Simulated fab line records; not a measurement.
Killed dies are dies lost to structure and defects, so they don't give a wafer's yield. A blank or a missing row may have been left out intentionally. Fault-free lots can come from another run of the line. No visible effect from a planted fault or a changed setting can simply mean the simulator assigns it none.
Matching of chambers -- flow nand_harc -- NHARC_A_STAIRCASE_CMP_472 on cmp-02: 4 sister chambers
The step polishes SiO2. 8 wafers are shown with their chamber, then 12 later ones without.

WAFERS PAIRED WITH THEIR CHAMBERS
wafer,chamber,motor_current_A (A),slurry_flow_ml_min
L085.3,1,11.6,150.1
L085.6,1,12.7,150.5
L088.3,3,10.2,150.3
L088.5,3,10.6,150.6
L091.6,0,12.9,150.2
L092.1,2,12.7,150.3
L092.3,0,12.2,150.4
L092.5,2,12.6,150.0

WAFERS MISSING THEIR CHAMBER
wafer,motor_current_A (A),slurry_flow_ml_min
L093.3,12.3,150.6
L093.5,12.2,150.1
L093.6,12.5,149.7
L094.1,10.3,149.3
L094.4,11.2,149.8
L094.5,12.0,150.2
L095.1,12.0,151.1
L095.4,12.7,150.2
L095.5,11.9,150.0
L097.1,9.9,150.0
L097.3,13.2,150.6
L097.4,12.7,150.4

EACH ONE'S CHAMBER
wafer,from the rows above,in truth
L093.3,can't be placed: 1 or 0 or 2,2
L093.5,can't be placed: 1 or 2 or 0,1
L093.6,can't be placed: 2 or 0 or 1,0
L094.1,can't be placed: 3 or 1 or 2 or 0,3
L094.4,can't be placed: 1 or 2 or 3 or 0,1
L094.5,can't be placed: 1 or 0 or 2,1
L095.1,can't be placed: 1 or 0 or 3 or 2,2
L095.4,can't be placed: 2 or 0 or 1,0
L095.5,can't be placed: 1 or 2 or 0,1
L097.1,3,3
L097.3,can't be placed: 0 or 2 or 1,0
L097.4,can't be placed: 0 or 2 or 1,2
Placed correctly: 1 of 12. Not placeable from these rows: 11 (in 11, the candidates include the true chamber). Number placed wrongly: 0.
How it was worked out, from the rows above alone: a wafer's distance from a chamber is the root of the sum, over the readings, of the square of ((its reading less the chamber's mean) divided by the reading's scatter). The wafer belongs to the nearest chamber; if the next one is less than 2 further off, it can't be placed. For every chamber, the mean is computed from those of its wafers that are shown. The scatter: take each reading less its chamber's mean, square it, sum over the shown wafers, divide by the number of wafers less the number of chambers, and take the root.
